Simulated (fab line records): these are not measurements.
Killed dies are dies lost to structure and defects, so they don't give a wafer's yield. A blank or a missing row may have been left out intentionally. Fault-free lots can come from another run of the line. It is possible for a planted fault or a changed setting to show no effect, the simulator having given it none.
What tool caused it? | flow nand-harc | 72 wafers from 24 lots sampled at 3 of the route's 1302 steps

## WHAT THE GAUGES SHOWED, per wafer
NHARC_P_M2_CD_MEAS_16. Usual: cd-nm reads 170.4 nm (standard deviation 0.89).
lot  | measured     | on        | cd-nm (nm)        | flag
L074 | day 6 08:40  | cd-sem-01 | 169.8 169.8 169.4 |
L075 | day 6 22:05  | cd-sem-02 | 170.4 170.6 171.3 |
L076 | day 7 00:59  | cd-sem-01 | 169.6 171.8 169.1 |
L077 | day 7 19:42  | cd-sem-03 | 170.0 170.5 170.1 |
L078 | day 7 23:19  | cd-sem-03 | 171.1 171.3 170.6 |
L079 | day 8 10:13  | cd-sem-01 | 171.8 170.2 168.9 |
L080 | day 8 22:14  | cd-sem-01 | 171.3 169.8 168.9 |
L081 | day 9 04:42  | cd-sem-03 | 169.5 171.2 169.5 |
L082 | day 9 22:49  | cd-sem-01 | 170.4 170.1 170.3 |
L083 | day 10 04:14 | cd-sem-03 | 170.3 171.4 170.6 |
L084 | day 10 12:21 | cd-sem-03 | 170.8 171.1 171.3 |
L085 | day 11 00:55 | cd-sem-02 | 170.5 171.6 170.7 |
L086 | day 11 11:36 | cd-sem-03 | 170.8 171.8 172.2 |
L087 | day 11 20:52 | cd-sem-03 | 171.4 171.1 171.3 |
L088 | day 12 17:38 | cd-sem-03 | 171.3 171.4 171.5 |
L089 | day 12 20:30 | cd-sem-01 | 169.7 169.3 169.2 |
L090 | day 13 03:22 | cd-sem-02 | 169.6 169.1 170.0 |
L091 | day 13 12:01 | cd-sem-01 | 169.8 169.7 171.2 |
L092 | day 14 00:24 | cd-sem-02 | 171.3 170.0 171.8 |
L093 | day 14 14:05 | cd-sem-01 | 170.4 169.9 171.2 |
L094 | day 15 00:46 | cd-sem-01 | 169.6 169.5 169.8 |
L095 | day 15 23:59 | cd-sem-02 | 169.8 169.1 169.9 |
L096 | day 16 08:32 | cd-sem-03 | 171.3 171.5 170.6 |
L097 | day 16 09:48 | cd-sem-03 | 169.3 170.4 169.9 |

## WHAT TOOL EACH LOT RAN ON (gives the tool, then ch and the chambers of the sampled wafers, and finally the start)
lot  | NHARC_P_M1_DEGAS_29          | NHARC_P_M1_CMP_23
L074 | pvd-sputter-01, day 6 05:14  | cmp-01 ch 0,1, day 6 06:21
L075 | pvd-sputter-02, day 6 18:43  | cmp-02 ch 1,2,3, day 6 19:50
L076 | pvd-sputter-01, day 6 21:36  | cmp-02 ch 1,2,3, day 6 22:44
L077 | pvd-sputter-01, day 7 16:05  | cmp-02 ch 0,1,3, day 7 17:23
L078 | pvd-sputter-01, day 7 19:53  | cmp-02 ch 0,1,3, day 7 21:01
L079 | pvd-sputter-02, day 8 06:45  | cmp-01 ch 0,1, day 8 07:52
L080 | pvd-sputter-03, day 8 18:52  | cmp-03 ch 0,1,2, day 8 19:57
L081 | pvd-sputter-03, day 9 01:17  | cmp-03 ch 0,1,3, day 9 02:28
L082 | pvd-sputter-02, day 9 19:19  | cmp-03 ch 0,2,3, day 9 20:27
L083 | pvd-sputter-02, day 10 00:47 | cmp-03 ch 0,1,2, day 10 01:52
L084 | pvd-sputter-01, day 10 08:43 | cmp-03 ch 0,1,2, day 10 09:52
L085 | pvd-sputter-03, day 10 21:28 | cmp-03 ch 0,1,2, day 10 22:36
L086 | pvd-sputter-03, day 11 08:19 | cmp-02 ch 1,2,3, day 11 09:26
L087 | pvd-sputter-03, day 11 17:23 | cmp-02 ch 0,1, day 11 18:28
L088 | pvd-sputter-02, day 12 14:08 | cmp-03 ch 0,1,3, day 12 15:15
L089 | pvd-sputter-03, day 12 17:01 | cmp-03 ch 0,1,2, day 12 18:11
L090 | pvd-sputter-01, day 12 23:53 | cmp-03 ch 1,2,3, day 13 01:01
L091 | pvd-sputter-02, day 13 08:20 | cmp-02 ch 1,2, day 13 09:28
L092 | pvd-sputter-02, day 13 20:53 | cmp-01 ch 0,1,3, day 13 22:02
L093 | pvd-sputter-02, day 14 10:29 | cmp-02 ch 0,3, day 14 11:35
L094 | pvd-sputter-02, day 14 21:10 | cmp-03 ch 1,2, day 14 22:16
L095 | pvd-sputter-01, day 15 20:16 | cmp-02 ch 0,1,2, day 15 21:48
L096 | pvd-sputter-01, day 16 05:12 | cmp-02 ch 0,1, day 16 06:17
L097 | pvd-sputter-01, day 16 06:29 | cmp-02 ch 2,3, day 16 07:34
- NHARC_P_M1_DEGAS_29: time 60 s.
- NHARC_P_M1_CMP_23: polishes, t overpolish 20 s, target thk 157.82 nm.

## WHAT THE TOOLS THEMSELVES READ (means of the sampled wafers that have a number; where no wafer has one, the mark that the record gives instead)
NHARC_P_M1_DEGAS_29. Usual: heater-power-w reads 333 W (standard deviation 40).
lot  | tool           | heater-power-w (W) | flag
L074 | pvd-sputter-01 | 340                |
L075 | pvd-sputter-02 | 303                |
L076 | pvd-sputter-01 | 360                |
L077 | pvd-sputter-01 | 349                |
L078 | pvd-sputter-01 | 395                |
L079 | pvd-sputter-02 | 290                |
L080 | pvd-sputter-03 | 301                |
L081 | pvd-sputter-03 | 328                |
L082 | pvd-sputter-02 | 315                |
L083 | pvd-sputter-02 | 303                |
L084 | pvd-sputter-01 | 348                |
L085 | pvd-sputter-03 | 328                |
L086 | pvd-sputter-03 | 313                |
L087 | pvd-sputter-03 | 338                |
L088 | pvd-sputter-02 | 300                |
L089 | pvd-sputter-03 | 318                |
L090 | pvd-sputter-01 | 357                |
L091 | pvd-sputter-02 | 312                |
L092 | pvd-sputter-02 | 294                |
L093 | pvd-sputter-02 | 363                |
L094 | pvd-sputter-02 | 313                |
L095 | pvd-sputter-01 | 356                |
L096 | pvd-sputter-01 | 346                |
L097 | pvd-sputter-01 | 352                |

NHARC_P_M1_CMP_23. Usual: edge-zone-pressure-frac 1.000, standard deviation 0.0047; motor-current-A 11.8 A, standard deviation 1; time-to-endpoint-s 28.4 s, standard deviation 2.7.
lot  | tool   | edge-zone-pressure-frac | motor-current-A (A) | time-to-endpoint-s (s) | flag
L074 | cmp-01 | 0.999                   | 11.0                | 30.2                   |
L075 | cmp-02 | 1.000                   | 11.6                | 28.9                   |
L076 | cmp-02 | 0.999                   | 11.5                | 29.1                   |
L077 | cmp-02 | 0.999                   | 11.5                | 28.3                   |
L078 | cmp-02 | 1.001                   | 11.3                | 25.3                   |
L079 | cmp-01 | 1.000                   | 11.2                | 32.2                   |
L080 | cmp-03 | 1.000                   | 12.2                | 28.4                   |
L081 | cmp-03 | 1.002                   | 11.9                | 26.3                   |
L082 | cmp-03 | 0.997                   | 11.6                | 29.9                   |
L083 | cmp-03 | 1.001                   | 12.1                | 27.3                   |
L084 | cmp-03 | 0.997                   | 11.7                | 26.0                   |
L085 | cmp-03 | 1.001                   | 12.0                | 25.0                   |
L086 | cmp-02 | 1.005                   | 11.3                | 27.7                   |
L087 | cmp-02 | 1.000                   | 10.8                | 27.5                   |
L088 | cmp-03 | 1.000                   | 11.9                | 26.6                   |
L089 | cmp-03 | 1.001                   | 12.3                | 29.8                   |
L090 | cmp-03 | 0.999                   | 12.6                | 26.6                   |
L091 | cmp-02 | 1.004                   | 11.6                | 30.8                   |
L092 | cmp-01 | 1.001                   | 11.8                | 30.3                   |
L093 | cmp-02 | 1.004                   | 12.3                | 31.2                   |
L094 | cmp-03 | 0.999                   | 12.3                | 30.8                   |
L095 | cmp-02 | 0.997                   | 11.6                | 30.7                   |
L096 | cmp-02 | 1.001                   | 10.7                | 27.2                   |
L097 | cmp-02 | 1.000                   | 11.7                | 27.8                   |

## THE ANSWER, worked out from the rows above alone
Rule: take the mean of a lot's wafers that have a number; if it is more than 3 standard deviations from the usual mean, the lot is off. Also off: a lot with no number at a reading for which 4 or more lots have one. Any other lot the step has rows for is counted as sound. The gauges are gone through in route order, then the tools' own readings, and for those a lot's mean is taken as printed above. At the first step where some lot is off, the reading lying furthest off is the one used; lots without a number count as furthest.
None of the lots is off at any reading shown; this tells nothing.

## WHAT THE SIMULATOR HAD INSERTED
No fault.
